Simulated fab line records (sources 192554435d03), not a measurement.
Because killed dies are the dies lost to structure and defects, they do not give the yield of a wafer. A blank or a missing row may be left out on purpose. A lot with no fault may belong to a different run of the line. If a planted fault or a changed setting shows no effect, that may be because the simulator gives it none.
Split-lot study :: flow n5Finfet :: 21 wafers read across 7 lots, on a route 1938 steps long

SPLIT DETAILS
At N5_FIN_CUT_COAT_19 (time 60 s, resist thk 20 nm), the setting spinRpm was moved away from the recipe's 1500 rpm on 8 of the 21 wafers read, by -10.0% to +7.8%. All remaining wafers had this setting at the recipe value.

FROM THE SPLIT TO THE READING: what the file shows between them, 5 steps
- N5_FIN_CUT_COAT_29: time 60 s, resist thk 10 nm
- N5_FIN_CUT_COAT_02: resist thk 30 nm
- N5_FIN_CUT_DESCUM_13: chemistry O2, time 7 s
- N5_FIN_CUT_ETCH_30: etches underlayer in N2/H2, target depth 13 nm, time 10.4 s
- N5_FIN_CUT_ETCH_20: etches SiARC in CF4, target depth 26 nm, time 43.3 s

THE READING
SiARC_of_FIN_CUT_COAT_19.thkNm (the simulator's own value, which no gauge read), in nm, at N5_FIN_CUT_ETCH_21 (etches SOC in N2/H2, target depth 219 nm, overetch 43.8 nm, time 523.5 s). The file does not state a usual value for it. Average 11.8 nm, standard deviation 0.15 nm, over the 13 wafers here run with the recipe.

wafer: L081.1
tool, chamber at the split: lithoTrack-02, 0
spinRpm as run, rpm: 1500
against the recipe: recipe
SiARC_of_FIN_CUT_COAT_19.thkNm, nm: 11.8
against lot-mates on the recipe: -

wafer: L081.4
tool, chamber at the split: lithoTrack-02, 0
spinRpm as run, rpm: 1500
against the recipe: recipe
SiARC_of_FIN_CUT_COAT_19.thkNm, nm: 11.6
against lot-mates on the recipe: -

wafer: L081.5
tool, chamber at the split: lithoTrack-02, 0
spinRpm as run, rpm: 1395
against the recipe: -7.0%
SiARC_of_FIN_CUT_COAT_19.thkNm, nm: 12.6
against lot-mates on the recipe: +0.9

wafer: L083.1
tool, chamber at the split: lithoTrack-04, 0
spinRpm as run, rpm: 1500
against the recipe: recipe
SiARC_of_FIN_CUT_COAT_19.thkNm, nm: 11.8
against lot-mates on the recipe: -

wafer: L083.4
tool, chamber at the split: lithoTrack-04, 0
spinRpm as run, rpm: 1500
against the recipe: recipe
SiARC_of_FIN_CUT_COAT_19.thkNm, nm: 11.8
against lot-mates on the recipe: -

wafer: L083.5
tool, chamber at the split: lithoTrack-04, 0
spinRpm as run, rpm: 1500
against the recipe: recipe
SiARC_of_FIN_CUT_COAT_19.thkNm, nm: 11.8
against lot-mates on the recipe: -

wafer: L084.1
tool, chamber at the split: lithoTrack-01, 0
spinRpm as run, rpm: 1604
against the recipe: +6.9%
SiARC_of_FIN_CUT_COAT_19.thkNm, nm: 11.2
against lot-mates on the recipe: no lot-mate on the recipe

wafer: L084.3
tool, chamber at the split: lithoTrack-01, 0
spinRpm as run, rpm: 1604
against the recipe: +6.9%
SiARC_of_FIN_CUT_COAT_19.thkNm, nm: 11.4
against lot-mates on the recipe: no lot-mate on the recipe

wafer: L084.6
tool, chamber at the split: lithoTrack-01, 0
spinRpm as run, rpm: 1604
against the recipe: +6.9%
SiARC_of_FIN_CUT_COAT_19.thkNm, nm: 11.4
against lot-mates on the recipe: no lot-mate on the recipe

wafer: L085.4
tool, chamber at the split: lithoTrack-04, 0
spinRpm as run, rpm: 1433
against the recipe: -4.5%
SiARC_of_FIN_CUT_COAT_19.thkNm, nm: 12.4
against lot-mates on the recipe: +0.6

wafer: L085.5
tool, chamber at the split: lithoTrack-04, 0
spinRpm as run, rpm: 1433
against the recipe: -4.5%
SiARC_of_FIN_CUT_COAT_19.thkNm, nm: 12
against lot-mates on the recipe: +0.2

wafer: L085.6
tool, chamber at the split: lithoTrack-04, 0
spinRpm as run, rpm: 1500
against the recipe: recipe
SiARC_of_FIN_CUT_COAT_19.thkNm, nm: 11.8
against lot-mates on the recipe: -

wafer: L086.2
tool, chamber at the split: lithoTrack-01, 0
spinRpm as run, rpm: 1500
against the recipe: recipe
SiARC_of_FIN_CUT_COAT_19.thkNm, nm: 11.6
against lot-mates on the recipe: -

wafer: L086.6
tool, chamber at the split: lithoTrack-01, 0
spinRpm as run, rpm: 1500
against the recipe: recipe
SiARC_of_FIN_CUT_COAT_19.thkNm, nm: 11.6
against lot-mates on the recipe: -

wafer: L086.4
tool, chamber at the split: lithoTrack-01, 0
spinRpm as run, rpm: 1350
against the recipe: -10.0%
SiARC_of_FIN_CUT_COAT_19.thkNm, nm: 12.8
against lot-mates on the recipe: +1.2

wafer: L088.3
tool, chamber at the split: lithoTrack-02, 0
spinRpm as run, rpm: 1617
against the recipe: +7.8%
SiARC_of_FIN_CUT_COAT_19.thkNm, nm: 11.4
against lot-mates on the recipe: -0.6

wafer: L088.4
tool, chamber at the split: lithoTrack-02, 0
spinRpm as run, rpm: 1500
against the recipe: recipe
SiARC_of_FIN_CUT_COAT_19.thkNm, nm: 12
against lot-mates on the recipe: -

wafer: L088.5
tool, chamber at the split: lithoTrack-02, 0
spinRpm as run, rpm: 1500
against the recipe: recipe
SiARC_of_FIN_CUT_COAT_19.thkNm, nm: 12
against lot-mates on the recipe: -

wafer: L095.3
tool, chamber at the split: lithoTrack-02, 0
spinRpm as run, rpm: 1500
against the recipe: recipe
SiARC_of_FIN_CUT_COAT_19.thkNm, nm: 12
against lot-mates on the recipe: -

wafer: L095.4
tool, chamber at the split: lithoTrack-02, 0
spinRpm as run, rpm: 1500
against the recipe: recipe
SiARC_of_FIN_CUT_COAT_19.thkNm, nm: 12
against lot-mates on the recipe: -

wafer: L095.6
tool, chamber at the split: lithoTrack-02, 0
spinRpm as run, rpm: 1500
against the recipe: recipe
SiARC_of_FIN_CUT_COAT_19.thkNm, nm: 12
against lot-mates on the recipe: -

THE FIT
A straight line over all 21 wafers: SiARC_of_FIN_CUT_COAT_19.thkNm changes by -0.0817 nm for each +1% of spinRpm; r = -0.92; the points scatter about the line by 0.16 nm.
The same after taking each lot's own level away (the mean of its wafers on the recipe; 18 wafers): -0.105 nm for each +1%; r = -0.96; scatter 0.11 nm.
On that fit, the largest move of spinRpm shifts the reading by 1 nm.
From 11.60 to 12.00 nm: that is the span of the lots' own levels, equal to 2.6 times the standard deviation above.
In other words, the slope is changed by the lot-to-lot level; the two fits disagree.
Check: with one of the wafers moved furthest among these (-10.0%) left out of the fit, the line predicts +0.98 nm for it against its lot-mates. Against them it came out at +1.2 nm.

OTHER SPLITS APPLIED TO THESE WAFERS
These wafers also went through other splits before the reading. Each is held against what the fit with the lots' levels taken away leaves over:
other split on the same wafers: N5_ZERO_LAYER_EXPOSE_08 doseMj
wafers away from the commonest value: 10
r with SiARC_of_FIN_CUT_COAT_19.thkNm (lot level and that fit taken away): -0.33

other split on the same wafers: N5_ZERO_LAYER_DEVELOP_10 developTimeS
wafers away from the commonest value: 7
r with SiARC_of_FIN_CUT_COAT_19.thkNm (lot level and that fit taken away): +0.35

other split on the same wafers: N5_PMOS_HMC_CHANNEL_EPI_PEB_07 pebTimeS
wafers away from the commonest value: 5
r with SiARC_of_FIN_CUT_COAT_19.thkNm (lot level and that fit taken away): +0.02

other split on the same wafers: N5_FIN_SAQP_PEB_14 pebTimeS
wafers away from the commonest value: 7
r with SiARC_of_FIN_CUT_COAT_19.thkNm (lot level and that fit taken away): +0.30

other split on the same wafers: N5_FIN_SAQP_FIN_ETCH_36 icpW
wafers away from the commonest value: 4
r with SiARC_of_FIN_CUT_COAT_19.thkNm (lot level and that fit taken away): -0.14

THE WHOLE CHAIN: every reading that the file lists as answering this split, in the file's order
step: N5_FIN_CUT_COAT_19
what it does: time 60 s, resist thk 20 nm
reading: SiARC_of_FIN_CUT_COAT_19.thkNm (the simulator's own value, which no gauge read)
change (the file's fit): -0.0967 nm for each +1% of the setting
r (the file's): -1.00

step: N5_FIN_CUT_ETCH_20
what it does: etches SiARC in CF4, target depth 26 nm, time 43.3 s
reading: etchRfOnTimeS
change (the file's fit): withheld for each +1% of the setting
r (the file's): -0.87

step: N5_FIN_CUT_ETCH_20
what it does: etches SiARC in CF4, target depth 26 nm, time 43.3 s
reading: etch.depthNm (the simulator's own value, which no gauge read)
change (the file's fit): -0.101 nm for each +1% of the setting
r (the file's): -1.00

step: N5_FIN_CUT_ETCH_21
what it does: etches SOC in N2/H2, target depth 219 nm, overetch 43.8 nm, time 523.5 s
reading: SiARC_of_FIN_CUT_COAT_19.thkNm (the simulator's own value, which no gauge read)
change (the file's fit): -0.108 nm for each +1% of the setting
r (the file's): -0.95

THE FILE'S OWN FIT
SiARC_of_FIN_CUT_COAT_19.thkNm changes by -0.108 nm for each +1% of spinRpm, r = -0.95.
